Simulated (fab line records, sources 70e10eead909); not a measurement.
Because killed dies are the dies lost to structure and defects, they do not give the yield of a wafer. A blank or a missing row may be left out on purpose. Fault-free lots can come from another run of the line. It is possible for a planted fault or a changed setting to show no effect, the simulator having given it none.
Problem report in the 8D (eight disciplines) form, filled by code / flow nand_harc / the parts of the form that need people (team, actions taken, sign-off) are left out

## 1. WHAT IS WRONG
Wafers without a fault read 0.999 a.u., standard deviation 0.0067; oes_product_au at NHARC_THIN_TSV_ETCH_59 reads a mean of 0.945 a.u. on 2 wafers belonging to 2 lots. That puts it -8.1 standard deviations away from the usual mean.
The step: etches the open film in Cl2/BCl3, target depth 880 nm, time 138.1 s.
The first sign was on wafer L881.3 at day 30 21:18, on rie_metal-03. Wafers with a number at this step in the record: 42, from 14 lots. The rule behind "out" and "out of limits": a value lying over 4 standard deviations away from the usual mean. The other wafers with a number count as sound.

## 2. WHAT THIS IS AND IS NOT
question=which readings at this step | is=oes_product_au | is not=drypump_motor_current_A, throttle_valve_pct
question=which lots | is=L881, L882 | is not=L864, L865, L866, L868, L869, L871, L872, L878, L880, L883, L884, L886
question=which wafers of those lots | is=L881.3, L882.3 | is not=L881.2, L881.5, L882.4, L882.5
question=read on which tools | is=rie_metal-03 | is not=rie_metal-01, rie_metal-02
question=when | is=from day 30 21:18 | is not=up to then (29 sound wafers); but 11 sound wafers of L882, L883, L884, L886 came after

## 3. THE SUSPECTS, EACH WITH WHAT RULES IT OUT
Counting: any tool at a process step up to the reading remains a suspect provided it ran every lot that is out. Sound lots after the first of them don't rule it out here, since some wafers of a struck lot are sound.
- pvd_sputter-02 at NHARC_THIN_TSV_PVD_51 (deposits Cu, target thk 100 nm): kept. It processed each lot that is out (first: L881, day 30 19:14); up to then, its last sound lot is L868 (day 26 00:52). With no start given for some of its lots, NHARC_THIN_TSV_PVD_51 uses the hours and lot order of NHARC_THIN_TSV_ANNEAL_52.
- rie_metal-03 at NHARC_THIN_TSV_ETCH_59 (etches the open film in Cl2/BCl3, target depth 880 nm, time 138.1 s): kept. It processed each lot that is out (first: L881, day 30 21:18); up to then, its last sound lot is L866 (day 24 17:27). Out on those wafers are its own readings of oes_product_au.
After counting, pvd_sputter-02 at NHARC_THIN_TSV_PVD_51 and rie_metal-03 at NHARC_THIN_TSV_ETCH_59 remain.

## 4. THE CAUSE (what the simulator had put in)
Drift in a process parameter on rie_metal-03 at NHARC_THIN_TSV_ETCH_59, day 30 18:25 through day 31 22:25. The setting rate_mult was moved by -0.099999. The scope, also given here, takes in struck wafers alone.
Of the 2 suspects that counting leaves, this tool is one.

## 5. THE EFFECT CHAIN, in route order
Rows list readings where the struck wafers' mean (over those with a number) sits beyond 3 standard deviations from the usual. Scope: only readings with a usual standard deviation given in the record; hours: median across lots of the time from each lot's start at the first step in this table that gives one to its start at this step; sigmas: change in usual standard deviations.
hours=0; step=NHARC_THIN_TSV_ETCH_59; reading=oes_product_au; usual=0.999 a.u.; on struck wafers=0.945; change=-0.054; sigmas=-8.1
Process steps it contains:
- NHARC_THIN_TSV_ETCH_59: etches the open film in Cl2/BCl3, target depth 880 nm, time 138.1 s.

## 6. HOW IT WOULD HAVE BEEN CAUGHT EARLIER
First out-of-limits reading in this record: day 30 21:18, which is 3 hours after fault onset at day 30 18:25.
